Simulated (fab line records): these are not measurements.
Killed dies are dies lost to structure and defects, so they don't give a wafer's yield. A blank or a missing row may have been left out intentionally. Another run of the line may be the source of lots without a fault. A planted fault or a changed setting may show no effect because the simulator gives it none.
Which tool was responsible?    flow n5 finfet    Sampling: 10 lots, 26 wafers, 3 of 1938 route steps

WHAT THE GAUGES SHOWED, per wafer
N5_BEOL_M4_RC_MEAS_101.
lot   measured      on         DIBL_N (mV/V)   DIBL_P (mV/V)   IOFF_N (nA/um)     IOFF_P (nA/um)  ION_N (uA/um)  ION_P (uA/um)  SS_N (mV/dec)   SS_P (mV/dec)   VT_N (mV)    VT_P (mV)
L678  day 9 20:40   prober-01  34.9 35.0       35.3 32.8       0.137 0.124        0.19 0.15       666 633        460 436        71.2 71.7       72.9 72.5       252 254      -252.1 -258.2
L680  day 10 01:51  prober-02  35.9 35.4       36.2 35.7       0.157 0.155        0.23 0.22       663 680        458 465        71.7 71.7       73.0 72.7       250 249      -249.4 -250.6
L676  day 11 04:55  prober-01  33.9 31.4 32.5  34.3 32.1 33.4  0.132 0.109 0.121  0.17 0.15 0.16  655 667 668    446 453 458    70.6 70.2 70.2  72.2 71.5 72.0  255 253 252  -254.2 -253.2 -253.3
L681  day 11 08:19  prober-01  33.8 34.2 37.2  34.1 34.7 38.8  0.140 0.161 0.214  0.22 0.23 0.31  674 690 680    467 472 473    71.2 71.3 72.0  73.1 73.4 74.6  250 245 245  -246.6 -246.9 -244.7
L682  day 11 09:05  prober-01  34.4 31.1 35.0  36.7 31.3 36.3  0.149 0.094 0.163  0.25 0.16 0.24  679 650 687    471 460 472    71.1 71.0 71.4  74.1 71.8 73.4  249 257 248  -246.7 -249.5 -247.2
L684  day 11 13:08  prober-02  36.1 34.2 33.9  36.8 34.5 33.6  0.198 0.147 0.139  0.24 0.21 0.19  690 670 672    472 464 457    71.4 71.4 71.4  74.1 73.5 72.5  244 250 249  -246.3 -245.1 -250.3
L689  day 13 10:35  prober-02  35.0 35.3       32.2 33.1       0.118 0.121        0.14 0.15       656 657        448 449        70.8 71.0       72.2 72.8       253 255      -256.9 -253.0
L692  day 13 17:23  prober-02  35.5 40.2       34.2 40.5       0.119 0.222        0.18 0.30       662 692        458 475        70.5 72.3       72.3 73.4       253 247      -251.4 -244.4
L695  day 14 09:56  prober-02  37.7 35.9 36.3  37.6 35.5 36.0  0.200 0.155 0.166  0.22 0.19 0.20  701 679 681    468 458 456    71.8 71.2 71.3  74.1 73.3 73.6  246 249 245  -253.1 -251.3 -250.3
L694  day 14 10:01  prober-01  37.0 36.2 34.6  37.4 35.8 33.7  0.156 0.144 0.120  0.22 0.18 0.16  677 680 668    472 464 462    71.3 71.2 69.9  73.3 72.3 72.6  250 251 254  -251.2 -253.6 -252.9

N5_BEOL_M9_OVL_MEAS_12.
lot   measured      on          M9_OVL (nm)
L678  day 12 01:31  overlay-02  -1.7 -1.5
L680  day 11 19:22  overlay-02  0.8 0.6
L676  day 13 01:40  overlay-01  -0.8 0.2 -1.3
L681  day 13 04:49  overlay-02  -1.7 -1.9 -0.2
L682  day 13 08:11  overlay-01  -0.1 0.5 -0.3
L684  day 13 08:20  overlay-01  -0.5 -0.3 -0.4
L689  day 15 00:45  overlay-02  0.2 -0.1
L692  day 15 12:01  overlay-02  0.0 0.5
L695  day 16 10:32  overlay-01  -0.8 0.2 0.1
L694  day 16 10:23  overlay-01  -0.3 0.4 0.4

TOOL THAT RAN EACH LOT (tool first, then ch and the chambers of the sampled wafers, then the start)
lot   N5_BEOL_M9_HM_DEP_02
L678  pvd sputter-01, day 12 00:59
L680  pvd sputter-03, day 11 18:51
L676  pvd sputter-02, day 13 01:08
L681  pvd sputter-01, day 13 04:17
L682  pvd sputter-02, day 13 07:39
L684  pvd sputter-02, day 13 07:45
L689  pvd sputter-03, day 15 00:20
L692  pvd sputter-03, day 15 11:29
L695  pvd sputter-02, day 16 09:53
L694  pvd sputter-01, day 16 09:51
- N5_BEOL_M9_HM_DEP_02: deposits TiN, target thk 20 nm.

WHAT THE TOOLS THEMSELVES READ (means of the sampled wafers that have a number; where no wafer has one, the mark that the record gives instead)
N5_BEOL_M9_HM_DEP_02.
lot   tool            chamber pressure pa (Pa)  throttle valve pct (%)
L678  pvd sputter-01  0.5009                    28.9
L680  pvd sputter-03  0.4997                    31.4
L676  pvd sputter-02  0.5006                    31.0
L681  pvd sputter-01  0.5015                    30.2
L682  pvd sputter-02  0.4989                    30.1
L684  pvd sputter-02  0.4997                    30.2
L689  pvd sputter-03  0.4987                    29.8
L692  pvd sputter-03  0.4976                    28.4
L695  pvd sputter-02  0.5006                    30.7
L694  pvd sputter-01  0.5006                    29.7

THE ANSWER, worked out from the rows above alone
Rule: usual is defined by the lots themselves. The widest of any qualifying gaps counts: lots, ordered by their means at a reading, are off when they make up no more than a third of the lots, leave a main group of 4 or more, and stand apart from it by 3 or more times the standard deviation of that group's means. If all means in a main group match to the digits the tables above print for the reading, that group is not used. Also off: a lot with no number at a reading for which 4 or more lots have one. Any other lot the step has rows for is counted as sound. Order of review: gauges by route order, followed by the tools' own readings, for which a lot's mean as printed above is used. At the first step where some lot is off, the reading lying furthest off is the one used; lots without a number count as furthest.
None of the lots is off at any reading shown; this tells nothing.

WHAT WAS PUT IN BY THE SIMULATOR
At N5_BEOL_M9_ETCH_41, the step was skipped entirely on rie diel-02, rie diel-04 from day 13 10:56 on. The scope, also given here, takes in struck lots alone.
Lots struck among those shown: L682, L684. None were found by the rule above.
